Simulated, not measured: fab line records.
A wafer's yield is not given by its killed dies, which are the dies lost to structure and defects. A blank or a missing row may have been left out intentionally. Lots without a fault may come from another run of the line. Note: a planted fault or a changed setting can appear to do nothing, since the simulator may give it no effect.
fab line records	flow nandHarc
[record] lots = 6	wafers = 18	lastDay = 33
route steps=1302 shown A_ONON_D2@552 A_CHANNEL_HOLE_D2@570 END@1302
lots untouched by any fault: they come from a run of this same line in which no faults occurred
startH: the number of hours between the record's first day and the start of the first shown wafer of the lot	waitH: hours elapsed since this lot's preceding step	" the same as in the row above	L1.1+2: several wafers, shown together as one row	- either no value or no given start	* or withheld: withheld	< > ~ a bound
route shown NAME@n: a module of which the file shows steps, and the number in the route of the first	usual: average and standard deviation across the fault-free wafers	same: alike in all rows	chamber/n: place in a boat	sites: the reading at each site	_std_site: their standard deviation	_edge_site: the outer-site mean with the inner-site mean subtracted	radiusMm: how far each site lies from the wafer's centre	mask NAME#n: copy n	behind: the tool/chamber that last shaped the wafer	hold: what put the lot on hold/how long, in hours/how the hold closed	device: the n, p or np transistor that did not switch	end of line: at the end of the route, the tests of the same wafers	a step with no rows: only its recipe	killed: dies lost to structure and defects at the first sort, not the wafer's yield	map: a wafer's dies, x killed, . not, _ none there
set.NAME: the setting as run; set.NAME@STEP: as run at that earlier step	model.NAME: the simulator's own value behind a step, which no gauge read
a table for each step, a row for each wafer; lots at some steps of the route
services: a tool's chamber out of use, with start hour (startH, from the record's first day; less than 0 if before it), hours out, and reason
[[steps]]
[step NHARC_A_ONON_D2_THK_MEAS_11]
[recipe] thkMeasGauge = ellipsometry
[usual] thkNm = 1002/11
lot.wafer	tool	chamber	startH	waitH	thkNm
L477.2	filmMetro-01	-	320.71	-	990
L477.5	"	-	"	"	990
L477.6	"	-	"	"	990
L479.4	filmMetro-02	-	334.20	-	989
L479.5	"	-	"	"	990
L479.6	"	-	"	"	988
L481.1	filmMetro-02	-	353.04	-	1008
L481.3	"	-	"	"	1006
L481.5	"	-	"	"	1009
L487.2	filmMetro-02	-	421.35	-	1008
L487.4	"	-	"	"	1008
L487.5	"	-	"	"	1007
L494.1	filmMetro-02	-	513.21	-	1002
L494.2	"	-	"	"	1004
L494.4	"	-	"	"	1002
L495.1	filmMetro-01	-	513.23	-	996
L495.2	"	-	"	"	997
L495.5	"	-	"	"	997
[step NHARC_A_ONON_D2_DEP_12]
[recipe] targetThkA = 10000	n2FlowSccm = 2750	n2oFlowSccm = 2000	nh3FlowSccm = 500	sih4FlowSccm = 210	tempC = 400
[step NHARC_A_ONON_D2_THK_MEAS_14]
[recipe] thkMeasGauge = ellipsometry
[usual] thkNm = 1000/11
lot.wafer	tool	chamber	startH	waitH	thkNm
L477.2	filmMetro-02	-	321.27	-	999
L477.5	"	-	"	"	1001
L477.6	"	-	"	"	1000
L479.4	filmMetro-02	-	334.77	-	1018
L479.5	"	-	"	"	1018
L479.6	"	-	"	"	1019
L481.1	filmMetro-02	-	353.61	-	976
L481.3	"	-	"	"	978
L481.5	"	-	"	"	977
L487.2	filmMetro-01	-	421.91	-	1014
L487.4	"	-	"	"	1015
L487.5	"	-	"	"	1016
L494.1	filmMetro-02	-	513.78	-	985
L494.2	"	-	"	"	986
L494.4	"	-	"	"	985
L495.1	filmMetro-02	-	513.80	-	1000
L495.2	"	-	"	"	1000
L495.5	"	-	"	"	1002
[step NHARC_A_ONON_D2_ANNEAL_15]
[recipe] tempC = 750	timeS = 3600
[step NHARC_A_ONON_D2_DEP_16]
[recipe] targetThkA = 10000	n2FlowSccm = 2750	n2oFlowSccm = 2000	nh3FlowSccm = 500	sih4FlowSccm = 210	tempC = 400
[step NHARC_A_ONON_D2_THK_MEAS_18]
[recipe] thkMeasGauge = ellipsometry
[usual] thkNm = 1002/9.5
lot.wafer	tool	chamber	startH	waitH	thkNm
L477.2	filmMetro-02	-	329.12	-	1003
L477.5	"	-	"	"	1004
L477.6	"	-	"	"	1003
L479.4	filmMetro-01	-	342.14	-	1011
L479.5	"	-	"	"	1011
L479.6	"	-	"	"	1009
L481.1	filmMetro-02	-	361.30	-	1005
L481.3	"	-	"	"	1005
L481.5	"	-	"	"	1003
L487.2	filmMetro-02	-	429.61	-	997
L487.4	"	-	"	"	997
L487.5	"	-	"	"	997
L494.1	filmMetro-02	-	521.21	-	1020
L494.2	"	-	"	"	1020
L494.4	"	-	"	"	1017
L495.1	filmMetro-01	-	521.21	-	989
L495.2	"	-	"	"	989
L495.5	"	-	"	"	989
[step NHARC_A_ONON_D2_DEP_19]
[recipe] targetThkA = 10000	n2FlowSccm = 2750	n2oFlowSccm = 2000	nh3FlowSccm = 500	sih4FlowSccm = 210	tempC = 400
[step NHARC_A_ONON_D2_THK_MEAS_21]
[recipe] thkMeasGauge = ellipsometry
[usual] thkNm = 996/12
lot.wafer	tool	chamber	startH	waitH	thkNm
L477.2	filmMetro-02	-	329.69	-	996
L477.5	"	-	"	"	995
L477.6	"	-	"	"	994
L479.4	filmMetro-01	-	342.71	-	988
L479.5	"	-	"	"	988
L479.6	"	-	"	"	987
L481.1	filmMetro-01	-	361.87	-	991
L481.3	"	-	"	"	990
L481.5	"	-	"	"	991
L487.2	filmMetro-02	-	430.18	-	1007
L487.4	"	-	"	"	1009
L487.5	"	-	"	"	1006
L495.1	filmMetro-01	-	521.77	-	968
L495.2	"	-	"	"	969
L495.5	"	-	"	"	969
L494.1	filmMetro-02	-	521.77	-	997
L494.2	"	-	"	"	999
L494.4	"	-	"	"	999
[step NHARC_A_ONON_D2_DEP_22]
[recipe] targetThkA = 10000	n2FlowSccm = 2750	n2oFlowSccm = 2000	nh3FlowSccm = 500	sih4FlowSccm = 210	tempC = 400
[step NHARC_A_ONON_D2_THK_MEAS_24]
[recipe] thkMeasGauge = ellipsometry
[usual] thkNm = 1000/11
lot.wafer	tool	chamber	startH	waitH	thkNm
L477.2	filmMetro-01	-	330.25	-	1002
L477.5	"	-	"	"	1001
L477.6	"	-	"	"	1002
L479.4	filmMetro-02	-	343.28	-	995
L479.5	"	-	"	"	994
L479.6	"	-	"	"	994
L481.1	filmMetro-02	-	362.44	-	993
L481.3	"	-	"	"	992
L481.5	"	-	"	"	993
L487.2	filmMetro-01	-	430.75	-	1003
L487.4	"	-	"	"	1003
L487.5	"	-	"	"	1003
L495.1	filmMetro-02	-	522.34	-	977
L495.2	"	-	"	"	976
L495.5	"	-	"	"	975
L494.1	filmMetro-01	-	522.34	-	1007
L494.2	"	-	"	"	1007
L494.4	"	-	"	"	1007
[step NHARC_A_ONON_D2_DEP_25]
[recipe] targetThkA = 10000	n2FlowSccm = 2750	n2oFlowSccm = 2000	nh3FlowSccm = 500	sih4FlowSccm = 210	tempC = 400
[step NHARC_A_ONON_D2_THK_MEAS_27]
[recipe] thkMeasGauge = ellipsometry
[usual] thkNm = 1000/10
lot.wafer	tool	chamber	startH	waitH	thkNm
L477.2	filmMetro-02	-	330.84	-	1010
L477.5	"	-	"	"	1008
L477.6	"	-	"	"	1011
L479.4	filmMetro-01	-	343.84	-	1013
L479.5	"	-	"	"	1013
L479.6	"	-	"	"	1011
L481.1	filmMetro-01	-	363.01	-	999
L481.3	"	-	"	"	1000
L481.5	"	-	"	"	1001
L487.2	filmMetro-02	-	431.31	-	995
L487.4	"	-	"	"	996
L487.5	"	-	"	"	997
L494.1	filmMetro-01	-	522.90	-	992
L494.2	"	-	"	"	991
L494.4	"	-	"	"	991
L495.1	filmMetro-02	-	522.91	-	1002
L495.2	"	-	"	"	1002
L495.5	"	-	"	"	1003
[step NHARC_A_ONON_D2_DEP_28]
[recipe] targetThkA = 10000	n2FlowSccm = 2750	n2oFlowSccm = 2000	nh3FlowSccm = 500	sih4FlowSccm = 210	tempC = 400
lot.wafer	tool	chamber	startH	waitH
L477.2+5+6	pecvdOnon-04	0	330.96	0.1
L479.4+5+6	pecvdOnon-04	0	344.07	0.2
L481.1+3+5	pecvdOnon-04	0	363.06	0.1
L487.2+4+5	pecvdOnon-03	0	431.42	0.1
L494.1+2+4	pecvdOnon-03	0	522.96	0.1
L495.1+2+5	pecvdOnon-02	0	522.96	0.1
[step NHARC_A_ONON_D2_THK_MEAS_30]
[recipe] thkMeasGauge = ellipsometry
[usual] thkNm = 997/8.8
lot.wafer	tool	chamber	startH	waitH	thkNm
L477.2	filmMetro-01	-	331.41	-	995
L477.5	"	-	"	"	993
L477.6	"	-	"	"	995
L479.4	filmMetro-02	-	344.40	-	999
L479.5	"	-	"	"	999
L479.6	"	-	"	"	1001
L481.1	filmMetro-01	-	363.57	-	1007
L481.3	"	-	"	"	1005
L481.5	"	-	"	"	1008
L487.2	filmMetro-02	-	431.87	-	985
L487.4	"	-	"	"	984
L487.5	"	-	"	"	986
L495.1	filmMetro-02	-	523.47	-	992
L495.2	"	-	"	"	990
L495.5	"	-	"	"	994
L494.1	filmMetro-01	-	523.47	-	1008
L494.2	"	-	"	"	1009
L494.4	"	-	"	"	1008
[step NHARC_A_ONON_D2_DEP_33]
[recipe] targetThkA = 2000	tempC = 400	pressureTorr = 6.5	rfW = 900	teosFlowSccm = 161.4	flowSccm = 2650	targetThkNm = 200	gas = O2	material = SiO2
[usual] chamberPressureTorr = 6.500/0.015	heaterPowerW = 549/89	showerheadVppV = 1854/85	throttleValvePct = 15.9/0.58
lot.wafer	tool	chamber	startH	waitH	chamberPressureTorr	heaterPowerW	showerheadVppV	throttleValvePct
L477.2	pecvd-01	0	331.51	0.1	6.506	572	1947	16.8
L477.5	"	2	"	"	6.492	453	1820	16.1
L477.6	"	1	"	"	6.502	617	1751	16.4
L479.6	pecvd-04	2	344.59	0.2	6.487	480	1841	14.8
L479.4	"	0	"	"	6.505	534	1844	16.7
L479.5	"	1	"	"	6.502	693	1748	15.7
L481.3	pecvd-01	1	363.63	0.1	6.481	632	1734	16.3
L481.1	"	2	"	"	6.456	528	1798	16.0
L481.5	"	0	"	"	6.507	464	1930	16.6
L487.2	pecvd-03	2	432.02	0.1	6.473	413	1917	15.1
L487.5	"	0	"	"	6.482	548	1768	15.7
L487.4	"	1	"	"	6.488	746	1998	15.4
L495.2	pecvd-03	1	523.53	0.1	6.492	706	1991	15.6
L495.1	"	2	"	"	6.487	409	1863	15.2
L495.5	"	0	"	"	6.481	577	1774	16.1
L494.2	pecvd-01	1	523.53	0.1	6.508	496	1761	16.1
L494.1	"	0	"	"	6.485	578	1964	16.0
L494.4	"	0	"	"	6.486	433	1945	16.0
[step NHARC_A_ONON_D2_THK_MEAS_34]
[recipe] thkMeasGauge = ellipsometry
[usual] thkNm = 200.3/2.7
lot.wafer	tool	chamber	startH	waitH	thkNm
L477.2	filmMetro-01	-	331.87	-	196.9
L477.5	"	-	"	"	202.9
L477.6	"	-	"	"	199.5
L479.4	filmMetro-02	-	344.87	-	200.3
L479.5	"	-	"	"	198.6
L479.6	"	-	"	"	203.3
L481.1	filmMetro-01	-	364.04	-	200.8
L481.3	"	-	"	"	202.8
L481.5	"	-	"	"	203.5
L487.2	filmMetro-01	-	432.34	-	199.7
L487.4	"	-	"	"	199.5
L487.5	"	-	"	"	203.3
L495.1	filmMetro-02	-	523.94	-	195.8
L495.2	"	-	"	"	196.4
L495.5	"	-	"	"	203.2
L494.1	filmMetro-02	-	524.09	0.4	196.2
L494.2	"	-	"	"	194.8
L494.4	"	-	"	"	197.6
[step NHARC_A_ONON_D2_INSPECT_32]
[usual] rawDefectCount = 395/160
lot.wafer	tool	chamber	startH	waitH	rawDefectCount
L477.2	defectInspect-02	-	331.96	0.0	647
L477.5	"	-	"	"	493
L477.6	"	-	"	"	693
L479.4	defectInspect-02	-	344.96	0.0	1406
L479.5	"	-	"	"	1555
L479.6	"	-	"	"	1356
L481.1	defectInspect-02	-	364.11	0.0	1731
L481.3	"	-	"	"	1512
L481.5	"	-	"	"	1657
L487.2	defectInspect-01	-	432.40	0.0	663
L487.4	"	-	"	"	343
L487.5	"	-	"	"	218
L495.1	defectInspect-01	-	524.00	0.0	377
L495.2	"	-	"	"	181
L495.5	"	-	"	"	543
L494.1	defectInspect-02	-	524.15	0.0	347
L494.2	"	-	"	"	483
L494.4	"	-	"	"	436
[step NHARC_A_CHANNEL_HOLE_D2_DEP_00]
[recipe] targetThkA = 31000	tempC = 400	material = aC
[usual] throttleValvePct = 35.000/0.0087
lot.wafer	tool	chamber	startH	waitH	throttleValvePct
L477.2	aclDep-01	0	332.34	0.4	34.998
L477.5	"	0	"	"	34.983
L477.6	"	0	"	"	34.993
L479.4	aclDep-03	0	345.97	1.0	34.986
L479.5	"	0	"	"	35.007
L479.6	"	0	"	"	35.003
L481.1	aclDep-02	0	367.46	3.4	35.017
L481.3	"	0	"	"	35.006
L481.5	"	0	"	"	34.998
L487.2	aclDep-03	0	438.49	6.1	35.000
L487.4	"	0	"	"	35.006
L487.5	"	0	"	"	35.000
L495.1	aclDep-03	0	525.53	1.5	35.010
L495.2	"	0	"	"	35.012
L495.5	"	0	"	"	35.002
L494.1	aclDep-01	0	525.96	1.8	35.012
L494.2	"	0	"	"	34.998
L494.4	"	0	"	"	35.003
[step NHARC_END_SORT_01]
[recipe] tempC = 25
[usual] killedAtArray = 57/19	killedAtOther = 0.9/1.1	killedAtPeriphery = 4.0/2.6	killedDies = 62/19	killedOpen = 3.3/1.8	killedShort = 2.4/1.7
[same] grossDies = 677
lot.wafer	tool	chamber	startH	waitH	killedAtArray	killedAtOther	killedAtPeriphery	killedDies	killedOpen	killedShort
L477.2	prober-02	0	599.95	2.8	88	0	0	88	1	1
L477.5	prober-02	0	602.34	3.7	73	0	5	78	4	1
L477.6	prober-02	0	603.14	4.0	82	0	2	84	4	6
L479.4	prober-02	0	620.65	3.4	104	2	4	110	5	6
L479.5	prober-02	0	621.46	3.7	119	2	1	122	3	3
L479.6	prober-02	0	622.26	4.0	117	1	3	121	8	3
L481.1	prober-02	0	635.22	2.5	114	1	5	120	3	3
L481.3	prober-02	0	636.83	3.1	112	0	5	117	4	3
L481.5	prober-02	0	638.44	3.7	102	0	2	104	3	5
L495.1	prober-02	0	796.58	2.5	52	1	6	59	2	4
L495.2	prober-02	0	797.40	2.8	37	1	2	40	7	2
L495.5	prober-02	0	799.84	3.8	37	1	2	40	6	2
L494.1	prober-01	0	796.61	2.5	64	0	7	71	4	3
L494.2	prober-01	0	797.41	2.8	47	0	4	51	3	1
L494.4	prober-01	0	799.01	3.4	55	1	6	62	2	3
// killed by level:class
L477.2 A_CHANNEL_HOLE_D1:chamberFilmFlake=33 A_CHANNEL_HOLE_D2:chamberFilmFlake=24 A_SLIT:chamberFilmFlake=14 A_CONTACT:chamberFilmFlake=10 A_STAIRCASE:chamberFilmFlake=3 A_DECK1_JOINT:chamberFilmFlake=2 A_WL_FILL:geometricParticle:open=1 A_M0:geometricParticle:short=1
L477.5 A_CHANNEL_HOLE_D2:chamberFilmFlake=27 A_CHANNEL_HOLE_D1:chamberFilmFlake=24 A_SLIT:chamberFilmFlake=12 A_CONTACT:chamberFilmFlake=5 P_STI:chamberFilmFlake=2 P_M0:geometricParticle:open=1 A_SOURCE_PLATE:geometricParticle:open=1 A_CHANNEL_FILL_D2:geometricParticle:short=1
L477.6 A_SLIT:chamberFilmFlake=29 A_CHANNEL_HOLE_D1:chamberFilmFlake=24 A_CHANNEL_HOLE_D2:chamberFilmFlake=14 A_CONTACT:chamberFilmFlake=5 P_M0:geometricParticle:open=2 A_SOURCE_PLATE:geometricParticle:open=1 A_SOURCE_PLATE:geometricParticle:short=1 A_CHANNEL_FILL_D1:geometricParticle:short=1
L479.4 A_ONON_D2:unspecified=34 A_CHANNEL_HOLE_D2:chamberFilmFlake=28 A_SLIT:chamberFilmFlake=22 A_CONTACT:chamberFilmFlake=5 A_BONDPAD:chamberFilmFlake=3 P_M0:geometricParticle:open=2 A_WL_FILL:geometricParticle:short=2 THIN_TSV:chamberFilmFlake=2
L479.5 A_ONON_D2:unspecified=36 A_SLIT:chamberFilmFlake=34 A_CHANNEL_HOLE_D2:chamberFilmFlake=31 A_CONTACT:chamberFilmFlake=7 A_SGD_CUT:geometricParticle:open=2 A_WL_FILL:chamberFilmFlake=2 A_BONDPAD:chamberFilmFlake=2 THIN_TSV:chamberFilmFlake=2
L479.6 A_CHANNEL_HOLE_D2:chamberFilmFlake=39 A_ONON_D2:unspecified=36 A_SLIT:chamberFilmFlake=15 A_CHANNEL_HOLE_D1:chamberFilmFlake=5 A_CHANNEL_FILL_D2:chamberFilmFlake=5 A_CONTACT:chamberFilmFlake=5 A_WL_FILL:geometricParticle:open=2 A_BLC:geometricParticle:open=2
L481.1 A_ONON_D2:unspecified=38 A_CHANNEL_HOLE_D1:chamberFilmFlake=30 A_SLIT:chamberFilmFlake=28 A_CHANNEL_HOLE_D2:chamberFilmFlake=9 A_CONTACT:chamberFilmFlake=3 P_M0:geometricParticle:open=2 A_WL_FILL:geometricParticle:short=2 P_M2:chamberFilmFlake=2
L481.3 A_ONON_D2:unspecified=37 A_CHANNEL_HOLE_D1:chamberFilmFlake=31 A_SLIT:chamberFilmFlake=16 A_CHANNEL_HOLE_D2:chamberFilmFlake=15 A_CONTACT:chamberFilmFlake=3 P_ZERO_WELL:chamberFilmFlake=2 A_ZERO_WELL:chamberFilmFlake=2 A_DECK1_JOINT:chamberFilmFlake=2
L481.5 A_ONON_D2:unspecified=35 A_CHANNEL_HOLE_D1:chamberFilmFlake=32 A_SLIT:chamberFilmFlake=14 A_ZERO_WELL:chamberFilmFlake=4 A_CHANNEL_HOLE_D2:chamberFilmFlake=4 A_CONTACT:chamberFilmFlake=3 A_WL_FILL:geometricParticle:short=2 A_STAIRCASE:chamberFilmFlake=2
L495.1 A_SLIT:chamberFilmFlake=39 A_CONTACT:chamberFilmFlake=6 A_CHANNEL_HOLE_D2:chamberFilmFlake=3 P_M0:geometricParticle:open=2 A_DECK1_JOINT:geometricParticle:short=2 P_STI:chamberFilmFlake=2 P_CONTACT:geometricParticle:short=1 P_M0:geometricParticle:short=1
L494.1 A_CHANNEL_HOLE_D2:chamberFilmFlake=27 A_CHANNEL_HOLE_D1:chamberFilmFlake=15 A_SLIT:chamberFilmFlake=6 A_CONTACT:chamberFilmFlake=5 A_DECK1_JOINT:chamberFilmFlake=3 P_STI:chamberFilmFlake=2 A_CHANNEL_FILL_D2:chamberFilmFlake=2 P_CONTACT:geometricParticle:short=1
L495.2 A_SLIT:chamberFilmFlake=21 A_CONTACT:chamberFilmFlake=6 A_CHANNEL_FILL_D2:geometricParticle:open=2 P_CONTACT:geometricParticle:open=1 P_M0:geometricParticle:open=1 A_ONON_D1:geometricParticle:open=1 A_CHANNEL_FILL_D1:geometricParticle:open=1 A_CHANNEL_HOLE_D2:geometricParticle:open=1
L494.2 A_CHANNEL_HOLE_D2:chamberFilmFlake=12 A_CONTACT:chamberFilmFlake=10 A_CHANNEL_HOLE_D1:chamberFilmFlake=9 A_SLIT:chamberFilmFlake=7 P_ZERO_WELL:chamberFilmFlake=2 P_GATE:chamberFilmFlake=2 A_DECK1_JOINT:chamberFilmFlake=2 A_CHANNEL_HOLE_D1:geometricParticle:open=1
L494.4 A_CHANNEL_HOLE_D1:chamberFilmFlake=18 A_CHANNEL_HOLE_D2:chamberFilmFlake=18 A_CONTACT:chamberFilmFlake=8 A_SLIT:chamberFilmFlake=6 P_M0:chamberFilmFlake=2 P_M0:geometricParticle:open=1 A_DECK1_JOINT:geometricParticle:short=1 A_ONON_D2:geometricParticle:short=1
L495.5 A_SLIT:chamberFilmFlake=16 A_CONTACT:chamberFilmFlake=7 A_BONDPAD:chamberFilmFlake=3 A_M0:geometricParticle:open=2 P_STI:chamberFilmFlake=2 A_ONON_D1:geometricParticle:open=1 A_CHANNEL_FILL_D1:geometricParticle:open=1 A_ONON_D2:geometricParticle:open=1
[[services]]
tool	chamber	startH	hours	kind
pecvd-01	-	311.00	13.0	pm
pecvd-01	0	311.00	13.0	ventCycle
pecvd-01	1	311.00	13.0	ventCycle
pecvd-01	2	311.00	13.0	ventCycle
pecvdOnon-04	-	311.62	13.0	pm
pecvd-01	0	324.00	-	clean
pecvd-01	1	324.00	-	clean
pecvd-03	2	327.96	6.3	repair
pecvd-03	1	339.70	24.6	repair
pecvd-01	0	354.38	8.9	repair
pecvd-03	0	355.18	8.6	repair
pecvdOnon-02	-	366.00	13.0	pm
pecvd-03	-	366.40	13.0	pm
aclDep-01	-	370.37	13.0	pm
pecvdOnon-03	-	408.13	13.0	pm
pecvd-01	-	411.66	1.0	repair
aclDep-02	-	426.28	13.0	pm
pecvd-01	-	447.53	0.7	repair
pecvd-04	2	448.38	2.3	repair
pecvd-04	-	455.18	13.0	pm
aclDep-03	-	479.17	13.0	pm
pecvd-01	-	492.00	13.0	pm
pecvdOnon-04	-	492.62	13.0	pm
pecvd-01	2	518.88	11.2	repair
[[key]]
[firstSign] step = NHARC_A_ONON_D2_INSPECT_32	reading = rawDefectCount	direction = up	sigmas = 7.2	usual = 395	struck = 1536
[moreKillsBornAt] NHARC_A_ONON_D2_DEP_28@pecvdOnon-04 = 215
metAt NHARC_A_ONON_D2_DEP_28
struckWafers L479.4,L479.5,L479.6,L481.1,L481.3,L481.5
testerLeftOut L479,L481
onsetBetween 330.96 344.07
[fault] kind = chamberParticleSource	tool = pecvdOnon-04	chamber = -	onsetH = 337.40	steps = NHARC_A_ONON_D2_DEP_28	ratePerVisitCm2 = 1.9674	endH = 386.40
// testerLeftOut: of these lots the tester's yield and bins aren't shown, on N5 and GAA mostly nor the transistor test; their killed dies are dies lost to structure and defects alone, not to doping, threshold or leakage, so they don't give the yield
